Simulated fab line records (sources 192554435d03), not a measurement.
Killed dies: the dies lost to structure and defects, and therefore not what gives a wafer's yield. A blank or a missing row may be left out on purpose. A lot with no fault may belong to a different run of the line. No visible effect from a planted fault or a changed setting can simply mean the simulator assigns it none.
fab line records	flow n5-finfet
record: lots: 7	wafers: 21
route steps=1938 shown ZERO_LAYER@9 PMOS_HMC_CHANNEL_EPI@63 FIN_SAQP@103 STI_FIN_REVEAL@190 DUMMY_GATE@223 BEOL_M4@1111
start-h: the number of hours between the record's first day and the start of the first shown wafer of the lot	wait-h: how many hours have passed since the lot's step before this one	" same as the row above	L1.1+2: several wafers, shown together as one row	- no value, or no start was given	* or withheld: withheld	< > ~ a bound
route shown NAME@n: names a module that has steps shown in the file, with the first one's number in the route	usual: mean/standard deviation of fault-free wafers	same: alike in all rows	chamber/n: place in a boat	sites: the reading at each site	_std_site: their standard deviation	_edge_site: outer sites' mean less inner sites'	radius-mm: how far each site lies from the wafer's centre	mask NAME#n: copy n	behind: the tool/chamber that last shaped the wafer	hold: the reason the lot was held/the length of the hold in hours/how it ended	device: which transistor (n, p or np) failed to switch	end of line: the route-end tests of the same wafers	a step without rows: its recipe alone	killed: dies lost to structure and defects at the first sort, not the wafer's yield	map: shows each die of a wafer: x if killed, . if not, _ if none is there
set.NAME: the setting as run; set.NAME@STEP: as run at that earlier step	model.NAME: the simulator's own value behind a step, which no gauge read
lots with deliberately changed settings; one table per step, one row per wafer
== steps ==
step: N5_ZERO_LAYER_EXPOSE_08
recipe: mask-id: ZERO	na: 0.55	source-shape: conventional	sigma-outer: 0.8	polarization: unpolarized	defocus-nm: 0	target-cd-nm: 2000	dose-mj: 16.2
lot.wafer	tool	chamber	start-h	wait-h	mask	set.dose-mj
L078.2+3+5	krf-scanner-01	0	36.48	-	ZERO#0	16.2
L081.1+2	krf-scanner-01	0	54.47	-	ZERO#0	15.53
L081.4	"	0	"	"	ZERO#0	16.2
L084.1+3	krf-scanner-02	0	72.59	-	ZERO#0	15.1
L084.6	"	0	"	"	ZERO#0	16.2
L087.1+3+4	krf-scanner-02	0	90.59	-	ZERO#0	16.2
L089.1+2	krf-scanner-01	0	102.46	-	ZERO#0	15.62
L089.3	"	0	"	"	ZERO#0	16.2
L090.1+3	krf-scanner-02	0	108.59	-	ZERO#0	16.2
L090.5	"	0	"	"	ZERO#0	17.21
L094.3+5	krf-scanner-02	0	132.62	-	ZERO#0	16.2
L094.6	"	0	"	"	ZERO#0	15.27
step: N5_ZERO_LAYER_DEVELOP_10
recipe: develop-time-s: 60	rinse-liquid: diw	dry: air-spin	dev-temp-c: 21
lot.wafer	tool	chamber	start-h	wait-h	set.develop-time-s
L078.2+3+5	litho-track-02	0	-	-	60
L081.1	litho-track-02	0	-	-	72.6
L081.2+4	"	0	"	"	60
L084.1+3+6	litho-track-05	0	-	-	54.31
L087.1+3+4	litho-track-04	0	-	-	60
L089.1+2	litho-track-04	0	-	-	67.83
L089.3	"	0	"	"	60
L090.1+3+5	litho-track-04	0	-	-	60
L094.3	litho-track-02	0	-	-	71.83
L094.5+6	"	0	"	"	60
step: N5_ZERO_LAYER_HARDBAKE_23
recipe: temp-c: 130	time-s: 120
step: N5_ZERO_LAYER_CD_MEAS_11
recipe: target-cd-nm: 2000	landing-energy-ev: 500	detector: se-inlens
usual: cd-nm: 1999.2/1.6
lot.wafer	tool	chamber	start-h	wait-h	set.dose-mj@ZERO_LAYER_EXPOSE_08	cd-nm
L078.2	cd-sem-02	0	36.65	-	16.2	1996.9
L078.3	"	0	"	"	16.2	1998.8
L078.5	"	0	"	"	16.2	1995.9
L081.1	cd-sem-02	0	54.64	-	15.53	1993.5
L081.2	"	0	"	"	15.53	1989.9
L081.4	"	0	"	"	16.2	1998.3
L084.1	cd-sem-01	0	72.77	-	15.1	1985.4
L084.3	"	0	"	"	15.1	1986.1
L084.6	"	0	"	"	16.2	1998.3
L087.1	cd-sem-01	0	90.77	-	16.2	1998.2
L087.3	"	0	"	"	16.2	1998.7
L087.4	"	0	"	"	16.2	1999.6
L089.1	cd-sem-03	0	102.64	-	15.62	1997.0
L089.2	"	0	"	"	15.62	1994.1
L089.3	"	0	"	"	16.2	1999.2
L090.1	cd-sem-02	0	108.77	-	16.2	1996.8
L090.3	"	0	"	"	16.2	1998.3
L090.5	"	0	"	"	17.21	2008.9
L094.3	cd-sem-02	0	132.79	-	16.2	2003.1
L094.5	"	0	"	"	16.2	2001.4
L094.6	"	0	"	"	15.27	1991.7
step: N5_ZERO_LAYER_DESCUM_16
recipe: chemistry: O2	time-s: 7.9	source-power-w: 50	bias-power-w: 20	pressure-mtorr: 20	rf-frequency-hz: 2.712e+07	temp-c: 40	o2-flow-sccm: 225
lot.wafer	tool	chamber	start-h	wait-h	set.dose-mj@ZERO_LAYER_EXPOSE_08	model.ZERO_LAYER.cd-nm
L078.2	rie-diel-03	1	36.69	0.0	16.2	1997
L078.3	"	2	"	"	16.2	1999
L078.5	"	2	"	"	16.2	1996
L081.1	rie-diel-03	3	54.68	0.0	15.53	1993
L081.2	"	0	"	"	15.53	1990
L081.4	"	1	"	"	16.2	1998
L084.1	rie-diel-03	0	72.80	0.0	15.1	1985
L084.3	"	3	"	"	15.1	1986
L084.6	"	0	"	"	16.2	1998
L087.1	rie-diel-01	1	90.80	0.0	16.2	1998
L087.3	"	0	"	"	16.2	1999
L087.4	"	2	"	"	16.2	2000
L089.1	rie-diel-06	1	102.82	0.2	15.62	1997
L089.2	"	2	"	"	15.62	1994
L089.3	"	3	"	"	16.2	1999
L090.1	rie-diel-06	1	108.82	0.1	16.2	1997
L090.3	"	3	"	"	16.2	1999
L090.5	"	2	"	"	17.21	2009
L094.3	rie-diel-01	1	133.11	0.3	16.2	2003
L094.5	"	1	"	"	16.2	2002
L094.6	"	3	"	"	15.27	1992
step: N5_PMOS_HMC_CHANNEL_EPI_PEB_07
recipe: peb-temp-c: 110	peb-time-s: 60	resist: CAR-ArF-block
lot.wafer	tool	chamber	start-h	wait-h	set.peb-temp-c
L078.2+3	litho-track-03	0	41.20	0.0	111.6
L078.5	"	0	"	"	110
L081.1+2+4	litho-track-02	0	59.34	0.1	110
L084.1	litho-track-03	0	77.65	0.1	112.9
L084.3+6	"	0	"	"	110
L087.1+3+4	litho-track-05	0	95.28	0.1	110
L089.1	litho-track-05	0	107.46	0.1	110
L089.2+3	"	0	"	"	107.9
L090.1+5	litho-track-05	0	113.42	0.1	106.5
L090.3	"	0	"	"	110
L094.3+5+6	litho-track-02	0	137.71	0.0	110
step: N5_PMOS_HMC_CHANNEL_EPI_DEVELOP_08
recipe: develop-time-s: 30	developer: TMAH	resist: CAR-ArF-block	dev-temp-c: 23	rinse-liquid: diw	dry: air-spin
step: N5_PMOS_HMC_CHANNEL_EPI_CD_MEAS_09
recipe: target-cd-nm: 237.4	landing-energy-ev: 500	detector: se-inlens
usual: cd-nm: 237.3/1
lot.wafer	tool	chamber	start-h	wait-h	set.peb-temp-c@PMOS_HMC_CHANNEL_EPI_PEB_07	cd-nm
L078.2	cd-sem-02	0	41.27	-	111.6	241.6
L078.3	"	0	"	"	111.6	241.4
L078.5	"	0	"	"	110	236.7
L081.1	cd-sem-02	0	59.41	-	110	237.2
L081.2	"	0	"	"	110	237.3
L081.4	"	0	"	"	110	237.5
L084.1	cd-sem-03	0	77.72	-	112.9	244.2
L084.3	"	0	"	"	110	237.1
L084.6	"	0	"	"	110	238.0
L087.1	cd-sem-02	0	95.35	-	110	237.4
L087.3	"	0	"	"	110	237.6
L087.4	"	0	"	"	110	237.6
L089.1	cd-sem-03	0	107.53	-	110	236.3
L089.2	"	0	"	"	107.9	231.1
L089.3	"	0	"	"	107.9	230.8
L090.1	cd-sem-02	0	113.49	-	106.5	225.7
L090.3	"	0	"	"	110	236.5
L090.5	"	0	"	"	106.5	224.4
L094.3	cd-sem-03	0	137.78	-	110	236.3
L094.5	"	0	"	"	110	235.4
L094.6	"	0	"	"	110	236.9
step: N5_PMOS_HMC_CHANNEL_EPI_DESCUM_14
recipe: chemistry: O2	time-s: 7.9	source-power-w: 50	bias-power-w: 20	pressure-mtorr: 20	rf-frequency-hz: 2.712e+07	temp-c: 40	resist: CAR-ArF-block	o2-flow-sccm: 225
lot.wafer	tool	chamber	start-h	wait-h	set.peb-temp-c@PMOS_HMC_CHANNEL_EPI_PEB_07	model.PMOS_HMC_CHANNEL_EPI.cd-nm
L078.2	rie-diel-03	3	41.41	0.1	111.6	241.3
L078.3	"	1	"	"	111.6	241.4
L078.5	"	1	"	"	110	237
L081.1+2	rie-diel-06	0,2	59.50	0.0	110	237.2
L081.4	"	1	"	"	110	237.4
L084.1	rie-diel-03	2	77.81	0.0	112.9	244.4
L084.3	"	0	"	"	110	236.7
L084.6	"	0	"	"	110	237.3
L087.1	rie-diel-03	1	95.59	0.2	110	237.4
L087.3	"	2	"	"	110	237.6
L087.4	"	0	"	"	110	237.5
L089.1	rie-diel-01	0	107.93	0.3	110	236.2
L089.2	"	1	"	"	107.9	231.3
L089.3	"	2	"	"	107.9	230.7
L090.1	rie-diel-06	2	113.57	0.0	106.5	225.5
L090.3	"	3	"	"	110	236.3
L090.5	"	0	"	"	106.5	224.4
L094.3	rie-diel-01	3	137.86	0.0	110	236.2
L094.5	"	1	"	"	110	235.5
L094.6	"	3	"	"	110	237
step: N5_PMOS_HMC_CHANNEL_EPI_ETCH_32
recipe: chemistry: N2/H2	target: BARC	stop-on: SiO2	target-depth-a: 858	over-etch-frac: 0.3	time-s: 50.3	ion-energy-ev: 200	mask-material: CAR-ArF-block	pressure-mtorr: 30	source-w: 840	bias-w: 150	n2-flow-sccm: 200	h2-flow-sccm: 200
usual: rf-vpp-V: 523.8/2.4
lot.wafer	tool	chamber	start-h	wait-h	set.bias-w	set.peb-temp-c@PMOS_HMC_CHANNEL_EPI_PEB_07	rf-vpp-V	model.PMOS_HMC_CHANNEL_EPI.cd-nm
L078.2	rie-diel-03	3	41.45	0.0	150	111.6	522.7	243.6
L078.3	"	1	"	"	150	111.6	527.3	243.8
L078.5	"	1	"	"	133.1	110	489.1	239.4
L081.1	rie-diel-06	0	59.53	0.0	150	110	527.1	240.7
L081.2	"	2	"	"	150	110	525.2	239.9
L081.4	"	1	"	"	150	110	522.0	240.3
L084.1	rie-diel-03	2	77.84	0.0	150	112.9	526.1	247.4
L084.3	"	0	"	"	150	110	524.3	240
L084.6	"	0	"	"	150	110	523.5	240.1
L087.1	rie-diel-03	1	95.62	0.0	150	110	525.8	240.1
L087.3	"	2	"	"	150	110	526.1	240.4
L087.4	"	0	"	"	150	110	523.0	241
L089.1	rie-diel-01	0	107.96	0.0	150	110	522.0	239
L089.2	"	1	"	"	150	107.9	519.8	233.9
L089.3	"	2	"	"	150	107.9	524.4	234.2
L090.1	rie-diel-06	2	113.61	0.0	169.9	106.5	567.9	228.4
L090.3	"	3	"	"	150	110	520.2	239.7
L090.5	"	0	"	"	169.9	106.5	569.8	226.9
L094.3	rie-diel-01	3	137.90	0.0	150	110	524.2	239.8
L094.5	"	1	"	"	150	110	520.2	237.7
L094.6	"	3	"	"	175.6	110	581.8	239.9
step: N5_FIN_SAQP_COAT_49
recipe: resist: SOC	temp-c: 250	time-s: 60	spin-rpm: 1500	resist-thk-nm: 100
lot.wafer	tool	chamber	start-h	wait-h	set.spin-rpm	model.SOC_of_FIN_SAQP_COAT_49.thk-nm
L078.2	litho-track-01	0	45.74	0.1	1579	96.99
L078.3	"	0	"	"	1500	99.79
L078.5	"	0	"	"	1500	99.84
L081.1	litho-track-04	0	63.34	0.1	1366	104.6
L081.2	"	0	"	"	1500	100.1
L081.4	"	0	"	"	1366	104.4
L084.1	litho-track-02	0	82.00	0.1	1597	97.15
L084.3	"	0	"	"	1500	100.4
L084.6	"	0	"	"	1597	97.24
L087.1	litho-track-04	0	101.59	0.1	1500	100.2
L087.3+4	"	0	"	"	1500	100.3
L089.1+3	litho-track-04	0	112.32	0.1	1346	105.7
L089.2	"	0	"	"	1346	105.4
L090.1	litho-track-02	0	117.96	0.1	1559	97.86
L090.3+5	"	0	"	"	1500	100.2
L094.3	litho-track-02	0	141.67	0.1	1500	100.1
L094.5	"	0	"	"	1500	100
L094.6	"	0	"	"	1500	99.83
step: N5_FIN_SAQP_DEVELOP_15
recipe: develop-time-s: 30	developer: TMAH	resist: CAR-ArF	dev-temp-c: 23	rinse-liquid: diw	dry: air-spin
lot.wafer	tool	chamber	start-h	wait-h	set.develop-time-s
L078.2+3	litho-track-02	0	-	-	30
L078.5	"	0	"	"	27.17
L081.1+4	litho-track-01	0	-	-	28.31
L081.2	"	0	"	"	30
L084.1+3+6	litho-track-02	0	-	-	30
L087.1+3+4	litho-track-01	0	-	-	30
L089.1+3	litho-track-01	0	-	-	35.13
L089.2	"	0	"	"	30
L090.1+3+5	litho-track-02	0	-	-	30
L094.3+5+6	litho-track-02	0	-	-	27.05
step: N5_FIN_SAQP_DESCUM_21
recipe: chemistry: O2	time-s: 7.9	source-power-w: 50	bias-power-w: 20	pressure-mtorr: 20	rf-frequency-hz: 2.712e+07	temp-c: 40	resist: CAR-ArF	o2-flow-sccm: 225
step: N5_FIN_SAQP_ETCH_51
recipe: chemistry: CF4	target: SiARC	target-depth-a: 455	mask-material: CAR-ArF	time-s: 75.8	ion-energy-ev: 80	pressure-mtorr: 40	source-w: 545	bias-w: 36	Ar_flow_sccm: 100	cf4-flow-sccm: 100	ends: cleared
step: N5_FIN_SAQP_ETCH_52
recipe: chemistry: N2/H2	target: SOC	target-depth-a: 1000	overetch-a: 200	mask-material: SiARC	temp-c: 40	time-s: 150	ion-energy-ev: 200	pressure-mtorr: 30	source-w: 840	bias-w: 150	n2-flow-sccm: 200	h2-flow-sccm: 200	ends: end-point
lot.wafer	tool	chamber	start-h	wait-h	set.spin-rpm@FIN_SAQP_COAT_49	model.etch.depth-nm
L078.2	rie-diel-05	3	46.52	0.0	1579	96.99
L078.3	"	1	"	"	1500	99.79
L078.5	"	0	"	"	1500	99.84
L081.1	rie-diel-04	2	63.77	0.0	1366	104.6
L081.2	"	0	"	"	1500	100.1
L081.4	"	3	"	"	1366	104.4
L084.1	rie-diel-04	1	82.43	0.0	1597	97.15
L084.3	"	0	"	"	1500	100.4
L084.6	"	0	"	"	1597	97.24
L087.1	rie-diel-04	0	102.15	0.0	1500	100.2
L087.3+4	"	2,3	"	"	1500	100.3
L089.1+3	rie-diel-04	1,2	112.88	0.0	1346	105.7
L089.2	"	0	"	"	1346	105.4
L090.1	rie-diel-04	1	118.40	0.0	1559	97.86
L090.3+5	"	2,1	"	"	1500	100.2
L094.3	rie-diel-02	2	142.23	0.0	1500	100.1
L094.5	"	1	"	"	1500	100
L094.6	"	0	"	"	1500	99.83
step: N5_FIN_SAQP_STRIP_53
recipe: chemistry: N2/H2	temp-c: 40	n2-flow-sccm: 200	h2-flow-sccm: 200	rf-frequency-hz: 6e+07
step: N5_FIN_SAQP_HM_OPEN_73
recipe: chemistry: CHF3/O2	target: SiO2	stop-on: a-Si	target-depth-a: 120	over-etch-frac: 1.8	mask-material: SOC	time-s: 16.8	pressure-mtorr: 30	source-w: 650	bias-w: 170	Ar_flow_sccm: 200	CHF3_flow_sccm: 50	O2_flow_sccm: 5	ion-energy-ev: 200	ends: end-point
step: N5_FIN_SAQP_STRIP_74
recipe: chemistry: CHF3/O2	resist: SiARC	rf-frequency-hz: 6e+07
step: N5_FIN_SAQP_MANDREL_ETCH_22
recipe: target-depth-a: 600	chemistry: HBr/Cl2	target: a-Si	stop-on: SiNx	bt-time-s: 10	over-etch-frac: 0.5	time-s: 30	pressure-mtorr: 10	icp-w: 800	bias-w: 75	HBr_flow_sccm: 150	Cl2_flow_sccm: 80	ends: end-point
lot.wafer	tool	chamber	start-h	wait-h	set.spin-rpm@FIN_SAQP_COAT_49	model.SOC_of_FIN_SAQP_COAT_49.thk-nm
L078.2	rie-si-03	2	46.71	0.0	1579	73.1
L078.3	"	3	"	"	1500	75.69
L078.5	"	0	"	"	1500	75.87
L081.1	rie-si-01	3	63.96	0.0	1366	80.59
L081.2	"	0	"	"	1500	75.51
L081.4	"	1	"	"	1366	80.02
L084.1	rie-si-03	2	82.62	0.0	1597	73.15
L084.3	"	0	"	"	1500	76.21
L084.6	"	1	"	"	1597	72.81
L087.1	rie-si-03	1	102.34	0.0	1500	75.71
L087.3	"	3	"	"	1500	76.07
L087.4	"	2	"	"	1500	76.06
L089.1	rie-si-03	2	113.07	0.0	1346	81.64
L089.2	"	3	"	"	1346	81.14
L089.3	"	0	"	"	1346	81.32
L090.1	rie-si-03	3	118.59	0.0	1559	73.57
L090.3	"	2	"	"	1500	75.95
L090.5	"	3	"	"	1500	75.76
L094.3	rie-si-03	0	142.42	0.0	1500	75.84
L094.5	"	3	"	"	1500	76.12
L094.6	"	2	"	"	1500	75.95
step: N5_STI_FIN_REVEAL_ETCHBACK_08
recipe: chemistry: C4F6/O2	target: SiO2	target-depth-a: 305	time-s: 10.167	ion-energy-ev: 250	pressure-mtorr: 30	source-w: 345	bias-w: 185	Ar_flow_sccm: 300	C4F6_flow_sccm: 10	O2_flow_sccm: 10
lot.wafer	tool	chamber	start-h	wait-h	set.time-s
L078.2+5	rie-diel-05	0,2	59.11	0.2	10.167
L078.3	"	1	"	"	8.393
L081.1+2	rie-diel-02	2,3	76.08	0.2	10.84
L081.4	"	0	"	"	10.167
L084.1+3+6	rie-diel-02	3,0,0	93.91	0.2	10.167
L087.1+3+4	rie-diel-05	1,3,2	114.00	0.2	10.167
L089.1+2	rie-diel-02	0,2	124.07	0.2	9.556
L089.3	"	3	"	"	10.167
L090.1+3	rie-diel-02	0,2	130.66	0.2	12.24
L090.5	"	0	"	"	10.167
L094.3	rie-diel-02	1	154.22	0.1	10.167
L094.5+6	"	2,3	"	"	8.751
step: N5_STI_FIN_REVEAL_STRIP_24
recipe: chemistry: N2/H2	time-s: 90	power-w: 100	temp-c: 40	pressure-mtorr: 100	rf-frequency-hz: 6e+07	bias-power-w: 3	n2-flow-sccm: 300	h2-flow-sccm: 300
step: N5_STI_FIN_REVEAL_PRECLEAN_25
recipe: chemistry: SPM	time-s: 90	temp-c: 120	mix: 4:1
step: N5_STI_FIN_REVEAL_SRD_23
recipe: dry: ipa-marangoni	time-s: 30	temp-c: 23	rinse-liquid: diw
step: N5_STI_FIN_REVEAL_FIN_H_MEAS_10
usual: trench-depth-nm: 51.7/0.58
lot.wafer	tool	chamber	start-h	wait-h	set.time-s@STI_FIN_REVEAL_ETCHBACK_08	trench-depth-nm
L078.2	ocd-01	-	62.06	0.0	10.167	51.3
L078.3	"	-	"	"	8.393	46.0
L078.5	"	-	"	"	10.167	51.8
L081.1	ocd-02	-	79.04	0.0	10.84	54.7
L081.2	"	-	"	"	10.84	54.4
L081.4	"	-	"	"	10.167	52.0
L084.1	ocd-02	-	96.87	0.0	10.167	50.3
L084.3	"	-	"	"	10.167	50.8
L084.6	"	-	"	"	10.167	50.9
L087.1	ocd-01	-	117.25	0.0	10.167	51.8
L087.3	"	-	"	"	10.167	51.8
L087.4	"	-	"	"	10.167	52.1
L089.1	ocd-02	-	127.13	0.0	9.556	50.5
L089.2	"	-	"	"	9.556	51.0
L089.3	"	-	"	"	10.167	52.5
L090.1	ocd-01	-	133.61	0.0	12.24	57.4
L090.3	"	-	"	"	12.24	58.2
L090.5	"	-	"	"	10.167	51.5
L094.3	ocd-02	-	157.30	0.0	10.167	51.3
L094.5	"	-	"	"	8.751	47.6
L094.6	"	-	"	"	8.751	46.8
step: N5_DUMMY_GATE_COAT_35
recipe: resist: SiARC	temp-c: 220	time-s: 60	spin-rpm: 1500	resist-thk-nm: 10
lot.wafer	tool	chamber	start-h	wait-h	set.spin-rpm	model.SiARC_of_DUMMY_GATE_COAT_35.thk-nm
L078.2	litho-track-05	0	-	-	1500	10
L078.3+5	"	0	"	"	1630	9.6
L081.1+2+4	litho-track-04	0	-	-	1500	10
L084.1	litho-track-05	0	-	-	1426	10.2
L084.3+6	"	0	"	"	1500	10
L087.1+3+4	litho-track-04	0	-	-	1500	10
L089.1+2+3	litho-track-05	0	-	-	1500	10
L090.1	litho-track-05	0	-	-	1545	9.8
L090.3+5	"	0	"	"	1500	10
L094.3+6	litho-track-02	0	-	-	1633	9.6
L094.5	"	0	"	"	1500	10
step: N5_DUMMY_GATE_DESCUM_20
recipe: chemistry: O2	time-s: 6.2	source-power-w: 50	bias-power-w: 20	pressure-mtorr: 20	rf-frequency-hz: 2.712e+07	temp-c: 40	resist: CAR-EUV	o2-flow-sccm: 225
lot.wafer	tool	chamber	start-h	wait-h	set.time-s	model.CAR-EUV_of_DUMMY_GATE_COAT_09.thk-nm
L078.2+3	rie-diel-03	1,0	71.05	0.3	6.2	26.4
L078.5	"	1	"	"	5.444	26.6
L081.1	rie-diel-03	1	88.71	0.0	7.159	25.8
L081.2+4	"	3,0	"	"	6.2	26.4
L084.1+6	rie-diel-01	2,1	108.10	0.0	6.2	26.4
L084.3	"	0	"	"	7.37	25.8
L087.1+4	rie-diel-01	3,2	126.50	0.4	6.2	26.6
L087.3	"	1	"	"	6.2	26.4
L089.1	rie-diel-01	1	136.16	0.2	6.748	26.2
L089.2+3	"	3,2	"	"	6.2	26.4
L090.1+3	rie-diel-06	3,1	142.31	0.0	5.142	27
L090.5	"	2	"	"	6.2	26.4
L094.3+6	rie-diel-06	2,3	166.13	0.0	6.2	26.4
L094.5	"	0	"	"	5.574	26.8
step: N5_DUMMY_GATE_ETCH_29
recipe: chemistry: N2/H2	target: underlayer	target-depth-a: 130	ion-energy-ev: 200	pressure-mtorr: 30	source-w: 840	bias-w: 150	n2-flow-sccm: 200	h2-flow-sccm: 200
lot.wafer	tool	chamber	start-h	wait-h	set.time-s@DUMMY_GATE_DESCUM_20	model.CAR-EUV_of_DUMMY_GATE_COAT_09.thk-nm
L078.2	rie-diel-03	1	71.11	0.0	6.2	19
L078.3	"	0	"	"	6.2	18.8
L078.5	"	1	"	"	5.444	19.2
L081.1	rie-diel-03	1	88.77	0.0	7.159	18.4
L081.2+4	"	3,0	"	"	6.2	18.8
L084.1+6	rie-diel-01	2,1	108.16	0.0	6.2	19
L084.3	"	0	"	"	7.37	18.4
L087.1	rie-diel-01	3	126.56	0.0	6.2	18.8
L087.3+4	"	1,2	"	"	6.2	19
L089.1	rie-diel-01	1	136.22	0.0	6.748	18.8
L089.2	"	3	"	"	6.2	18.6
L089.3	"	2	"	"	6.2	18.8
L090.1+3	rie-diel-06	3,1	142.38	0.0	5.142	19.4
L090.5	"	2	"	"	6.2	18.8
L094.3+6	rie-diel-06	2,3	166.19	0.0	6.2	18.8
L094.5	"	0	"	"	5.574	19.4
step: N5_BEOL_M4_RC_MEAS_101
usual: ION_P: 462/5.8
lot.wafer	tool	chamber	start-h	wait-h	set.time-s@STI_FIN_REVEAL_ETCHBACK_08	ION_P[uA/um]
L078.2	prober-01	0	238.06	0.2	10.167	465
L078.3	"	0	"	"	8.393	432
L078.5	"	0	"	"	10.167	466
L081.1	prober-02	0	289.57	0.0	10.84	483
L081.2	"	0	"	"	10.84	474
L081.4	"	0	"	"	10.167	456
L084.1	prober-02	0	322.10	0.0	10.167	456
L084.3	"	0	"	"	10.167	462
L084.6	"	0	"	"	10.167	461
L087.1	prober-01	0	346.49	0.0	10.167	461
L087.3	"	0	"	"	10.167	464
L087.4	"	0	"	"	10.167	455
L090.1	prober-01	0	351.28	0.0	12.24	503
L090.3	"	0	"	"	12.24	490
L090.5	"	0	"	"	10.167	463
L094.3	prober-02	0	390.37	0.3	10.167	466
L094.5	"	0	"	"	8.751	446
L094.6	"	0	"	"	8.751	439
L089.1	prober-01	0	391.32	0.0	9.556	446
L089.2	"	0	"	"	9.556	453
L089.3	"	0	"	"	10.167	463
== key ==
split: step: N5_ZERO_LAYER_EXPOSE_08	setting: dose-mj	stated: 16.2	by: wafer
response: step: N5_ZERO_LAYER_CD_MEAS_11	reading: cd-nm	change: +1.74	per: 1%	r: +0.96
response: step: N5_ZERO_LAYER_DESCUM_16	reading: model.ZERO_LAYER.cd-nm	change: +1.73	per: 1%	r: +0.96
split: step: N5_ZERO_LAYER_DEVELOP_10	setting: develop-time-s	stated: 60	by: wafer
response none clear
split: step: N5_PMOS_HMC_CHANNEL_EPI_PEB_07	setting: peb-temp-c	stated: 110	by: wafer
response: step: N5_PMOS_HMC_CHANNEL_EPI_CD_MEAS_09	reading: cd-nm	change: +3.13	per: 1%	r: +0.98
response: step: N5_PMOS_HMC_CHANNEL_EPI_DESCUM_14	reading: model.PMOS_HMC_CHANNEL_EPI.cd-nm	change: +3.15	per: 1%	r: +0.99
response: step: N5_PMOS_HMC_CHANNEL_EPI_ETCH_32	reading: model.PMOS_HMC_CHANNEL_EPI.cd-nm	change: +3.23	per: 1%	r: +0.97
split: step: N5_PMOS_HMC_CHANNEL_EPI_ETCH_32	setting: bias-w	stated: 150	by: wafer
response: step: N5_PMOS_HMC_CHANNEL_EPI_ETCH_32	reading: rf-vpp-V	change: +3.48	per: 1%	r: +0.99
split: step: N5_FIN_SAQP_COAT_49	setting: spin-rpm	stated: 1500	by: wafer
response: step: N5_FIN_SAQP_COAT_49	reading: model.SOC_of_FIN_SAQP_COAT_49.thk-nm	change: -0.513	per: 1%	r: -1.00
response: step: N5_FIN_SAQP_ETCH_52	reading: model.etch.depth-nm	change: -0.513	per: 1%	r: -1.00
response: step: N5_FIN_SAQP_MANDREL_ETCH_22	reading: model.SOC_of_FIN_SAQP_COAT_49.thk-nm	change: -0.527	per: 1%	r: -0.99
split: step: N5_FIN_SAQP_DEVELOP_15	setting: develop-time-s	stated: 30	by: wafer
response none clear
split: step: N5_STI_FIN_REVEAL_ETCHBACK_08	setting: time-s	stated: 10.167	by: wafer
response: step: N5_STI_FIN_REVEAL_FIN_H_MEAS_10	reading: trench-depth-nm	change: +0.31	per: 1%	r: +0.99
response: step: N5_BEOL_M4_RC_MEAS_101	reading: ION_P	slope: +1.85	per: 1%	together-with: none	explained: 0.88
split: step: N5_DUMMY_GATE_COAT_35	setting: spin-rpm	stated: 1500	by: wafer
response: step: N5_DUMMY_GATE_COAT_35	reading: model.SiARC_of_DUMMY_GATE_COAT_35.thk-nm	change: -0.046	per: 1%	r: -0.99
split: step: N5_DUMMY_GATE_DESCUM_20	setting: time-s	stated: 6.2	by: wafer
response: step: N5_DUMMY_GATE_DESCUM_20	reading: model.CAR-EUV_of_DUMMY_GATE_COAT_09.thk-nm	change: -0.0322	per: 1%	r: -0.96
response: step: N5_DUMMY_GATE_ETCH_29	reading: model.CAR-EUV_of_DUMMY_GATE_COAT_09.thk-nm	change: -0.0301	per: 1%	r: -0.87
